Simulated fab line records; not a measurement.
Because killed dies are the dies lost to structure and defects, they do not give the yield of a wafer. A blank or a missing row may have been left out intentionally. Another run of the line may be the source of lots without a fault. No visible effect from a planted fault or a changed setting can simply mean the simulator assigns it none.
Matching of chambers || flow nand-harc || pecvd-04 running NHARC_A_STAIRCASE_DEP_301: 3 sister chambers
The step deposits SiON, target thk 30 nm. 18 wafers are shown with their chamber, then 9 later ones without.

WAFERS, EACH WITH ITS CHAMBER
{"wafer": "L077.2", "chamber": 0, "heater-power-w (W)": 637}
{"wafer": "L077.3", "chamber": 2, "heater-power-w (W)": 655}
{"wafer": "L077.6", "chamber": 1, "heater-power-w (W)": 768}
{"wafer": "L082.1", "chamber": 0, "heater-power-w (W)": 768}
{"wafer": "L082.4", "chamber": 2, "heater-power-w (W)": 677}
{"wafer": "L082.5", "chamber": 1, "heater-power-w (W)": 833}
{"wafer": "L083.1", "chamber": 1, "heater-power-w (W)": 780}
{"wafer": "L083.2", "chamber": 0, "heater-power-w (W)": 673}
{"wafer": "L083.6", "chamber": 2, "heater-power-w (W)": 651}
{"wafer": "L086.2", "chamber": 0, "heater-power-w (W)": 705}
{"wafer": "L086.3", "chamber": 1, "heater-power-w (W)": 695}
{"wafer": "L086.5", "chamber": 2, "heater-power-w (W)": 643}
{"wafer": "L085.2", "chamber": 0, "heater-power-w (W)": 762}
{"wafer": "L085.3", "chamber": 1, "heater-power-w (W)": 815}
{"wafer": "L085.6", "chamber": 1, "heater-power-w (W)": 813}
{"wafer": "L091.4", "chamber": 0, "heater-power-w (W)": 699}
{"wafer": "L091.5", "chamber": 1, "heater-power-w (W)": 728}
{"wafer": "L091.6", "chamber": 2, "heater-power-w (W)": 662}

SIGNATURES, as means of the wafers listed above
{"reading": "heater-power-w", "chamber 0": 707.33, "chamber 1": 776.00, "chamber 2": 657.60, "scatter within a chamber": 43.7}
Rule: a wafer's distance from a chamber is the root of the sum, over the readings, of the square of ((its reading less the chamber's mean) divided by the reading's scatter). If the next closest chamber is less than 2 further off than the closest, the wafer can't be placed; otherwise it belongs to the closest. The scatter: the root of (the sum of the squares of (reading less its chamber's mean) over the shown wafers, divided by (wafers less chambers)).

WAFERS WITH NO CHAMBER GIVEN
{"wafer": "L092.3", "heater-power-w (W)": 801}
{"wafer": "L092.4", "heater-power-w (W)": 611}
{"wafer": "L092.6", "heater-power-w (W)": 811}
{"wafer": "L097.1", "heater-power-w (W)": 658}
{"wafer": "L097.3", "heater-power-w (W)": 659}
{"wafer": "L097.6", "heater-power-w (W)": 667}
{"wafer": "L096.1", "heater-power-w (W)": 793}
{"wafer": "L096.2", "heater-power-w (W)": 639}
{"wafer": "L096.4", "heater-power-w (W)": 712}

EACH ONE'S CHAMBER
{"wafer": "L092.3", "from the rows above": "can't be placed: 1 or 0", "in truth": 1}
{"wafer": "L092.4", "from the rows above": "can't be placed: 2 or 0", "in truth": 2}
{"wafer": "L092.6", "from the rows above": "can't be placed: 1 or 0", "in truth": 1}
{"wafer": "L097.1", "from the rows above": "can't be placed: 2 or 0", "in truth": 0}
{"wafer": "L097.3", "from the rows above": "can't be placed: 2 or 0", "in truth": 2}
{"wafer": "L097.6", "from the rows above": "can't be placed: 2 or 0", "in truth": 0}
{"wafer": "L096.1", "from the rows above": "can't be placed: 1 or 0", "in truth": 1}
{"wafer": "L096.2", "from the rows above": "can't be placed: 2 or 0", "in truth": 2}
{"wafer": "L096.4", "from the rows above": "can't be placed: 0 or 2 or 1", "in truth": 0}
Placed correctly: 0 of 9. Unplaceable from these rows: 9, with the true chamber sitting among the candidates in 9. Placed wrongly: 0.
